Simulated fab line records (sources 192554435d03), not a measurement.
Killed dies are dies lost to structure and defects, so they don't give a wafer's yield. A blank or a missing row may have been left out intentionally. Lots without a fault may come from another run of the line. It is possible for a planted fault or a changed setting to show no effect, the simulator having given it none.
Matching of chambers ; flow n5 finfet ; N5_BEOL_M8_ETCH_62 on rie diel-04: 4 sister chambers
The step etches SOC in N2/H2, target depth 110 nm, overetch 22 nm, time 165 s. 16 wafers are shown with their chamber, then 8 later ones without.

## EACH WAFER AND ITS CHAMBER
wafer;chamber;drypump motor current A (A);showerhead plenum p Torr (Torr);throttle valve pct (%)
L079.3;0;5.9;2.42;18.02
L079.4;2;4.8;2.47;17.59
L079.6;0;5.9;2.42;18.03
L081.1;0;5.9;2.42;18.02
L081.2;3;5.6;2.41;17.86
L081.5;2;4.8;2.47;17.59
L085.2;1;5.3;2.59;17.99
L085.4;3;5.7;2.41;17.88
L085.6;0;5.9;2.41;18.06
L084.1;3;5.7;2.41;17.91
L084.5;1;5.3;2.59;18.03
L084.6;0;5.9;2.41;18.06
L090.2;1;5.3;2.59;18.02
L090.3;0;5.9;2.41;18.06
L090.4;2;4.8;2.46;17.64
L091.1;3;5.6;2.40;17.91

SIGNATURES (means of the wafers above)
reading;chamber 0;chamber 1;chamber 2;chamber 3;scatter within a chamber
drypump motor current A;5.900;5.300;4.800;5.650;0.0289
showerhead plenum p Torr;2.4150;2.5900;2.4667;2.4075;0.00493
throttle valve pct;18.0417;18.0133;17.6067;17.8900;0.0231
Rule: distance of a wafer from a chamber = root of the sum over the readings of ((wafer's reading minus chamber's mean) / reading's scatter) squared. The wafer belongs to the nearest chamber; if the next one is less than 2 further off, it can't be placed. The scatter: the root of (the sum of the squares of (reading less its chamber's mean) over the shown wafers, divided by (wafers less chambers)).

## WAFERS WITHOUT THEIR CHAMBER
wafer;drypump motor current A (A);showerhead plenum p Torr (Torr);throttle valve pct (%)
L091.3;5.9;2.41;18.08
L091.4;5.6;2.40;17.91
L096.1;5.3;2.59;17.63
L096.2;4.8;2.45;17.67
L096.4;5.9;2.40;18.09
L097.4;5.6;2.40;17.95
L097.5;5.3;2.58;17.65
L097.6;4.8;2.45;17.67

## WHICH CHAMBER EACH WENT THROUGH
wafer;from the rows above;in truth
L091.3;0;0
L091.4;3;3
L096.1;1;1
L096.2;2;2
L096.4;0;0
L097.4;3;3
L097.5;1;1
L097.6;2;2
Correctly placed: 8 of 8. Can't be placed from these rows: 0. Wrongly placed: 0.
